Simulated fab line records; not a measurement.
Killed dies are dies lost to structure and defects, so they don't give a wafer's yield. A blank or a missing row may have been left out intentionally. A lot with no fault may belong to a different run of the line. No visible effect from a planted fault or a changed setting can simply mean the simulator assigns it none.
Matching of chambers :: flow nand harc :: 4 sister chambers for NHARC_P_GATE_DESCUM_61 on rie diel-06
The step chemistry O2, time 3 s. 4 wafers are shown with their chamber, then 9 later ones without.

== WAFERS PAIRED WITH THEIR CHAMBERS ==
wafer: L089.4
chamber: 2
drypump motor current A (A): 5.8

wafer: L088.2
chamber: 1
drypump motor current A (A): 6.0

wafer: L088.3
chamber: 0
drypump motor current A (A): 4.7

wafer: L088.5
chamber: 3
drypump motor current A (A): 6.0

== WAFERS MISSING THEIR CHAMBER ==
wafer: L090.1
drypump motor current A (A): 6.1

wafer: L090.2
drypump motor current A (A): 4.7

wafer: L090.3
drypump motor current A (A): 6.1

wafer: L091.2
drypump motor current A (A): 5.7

wafer: L091.4
drypump motor current A (A): 4.7

wafer: L091.5
drypump motor current A (A): 6.0

wafer: L093.1
drypump motor current A (A): 5.8

wafer: L093.2
drypump motor current A (A): 4.7

wafer: L093.4
drypump motor current A (A): 6.0

== THE CHAMBER EACH PASSED THROUGH ==
wafer: L090.1
from the rows above: can't be placed: 1 or 3
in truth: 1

wafer: L090.2
from the rows above: 0
in truth: 0

wafer: L090.3
from the rows above: can't be placed: 1 or 3
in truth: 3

wafer: L091.2
from the rows above: 2
in truth: 2

wafer: L091.4
from the rows above: 0
in truth: 0

wafer: L091.5
from the rows above: can't be placed: 1 or 3
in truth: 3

wafer: L093.1
from the rows above: 2
in truth: 2

wafer: L093.2
from the rows above: 0
in truth: 0

wafer: L093.4
from the rows above: can't be placed: 1 or 3
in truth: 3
Correct placement for 5 of the 9. Unplaceable from these rows: 4, with the true chamber sitting among the candidates in 4. Number placed wrongly: 0.
How it was worked out, from the rows above alone: a wafer's distance from a chamber is the root of the sum, over the readings, of the square of ((its reading less the chamber's mean) divided by the reading's scatter). If the next closest chamber is less than 2 further off than the closest, the wafer can't be placed; otherwise it belongs to the closest. Each chamber's mean is taken over the wafers shown for it. The scatter: with one shown wafer a chamber, the root of the mean of the squares of how far each hidden wafer lies from its nearest shown one.
